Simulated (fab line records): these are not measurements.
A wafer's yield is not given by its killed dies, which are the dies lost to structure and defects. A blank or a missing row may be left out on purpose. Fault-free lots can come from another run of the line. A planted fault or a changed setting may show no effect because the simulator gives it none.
Chamber matching    flow n5-finfet    N5_BEOL_M11_ETCH_66 on rie-diel-05 has 4 sister chambers
The step etches SOC in N2/H2, target depth 120 nm, overetch 24 nm, time 180 s. 4 wafers are shown with their chamber, then 9 later ones without.

== WAFERS WITH THEIR CHAMBER ==
wafer   chamber  showerhead-plenum-p-Torr (Torr)
L082.1  1        2.50
L085.2  2        2.68
L086.3  0        2.49
L086.6  3        2.42

== WAFERS WHOSE CHAMBER IS MISSING ==
wafer   showerhead-plenum-p-Torr (Torr)
L090.2  2.49
L090.5  2.49
L090.6  2.49
L091.1  2.68
L091.4  2.49
L091.5  2.41
L092.1  2.49
L092.2  2.68
L092.5  2.49

== WHICH CHAMBER EACH WENT THROUGH ==
wafer    from the rows above   in truth
L090.2   0                     0
L090.5   0                     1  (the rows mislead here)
L090.6   0                     0
L091.1   2                     2
L091.4   0                     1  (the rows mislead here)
L091.5   3                     3
L092.1   0                     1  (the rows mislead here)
L092.2   2                     2
L092.5   0                     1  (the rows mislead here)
5 of 9 placed correctly. From these rows, 0 cannot be placed. 4 placed wrongly.
How it was worked out, from the rows above alone: a wafer's distance from a chamber is the root of the sum, over the readings, of the square of ((its reading less the chamber's mean) divided by the reading's scatter). If the next closest chamber is less than 2 further off than the closest, the wafer can't be placed; otherwise it belongs to the closest. The mean given for a chamber averages the wafers shown for that chamber. The scatter (one wafer shown for each chamber): square how far every hidden wafer sits from the nearest shown wafer, average those squares and take the square root.
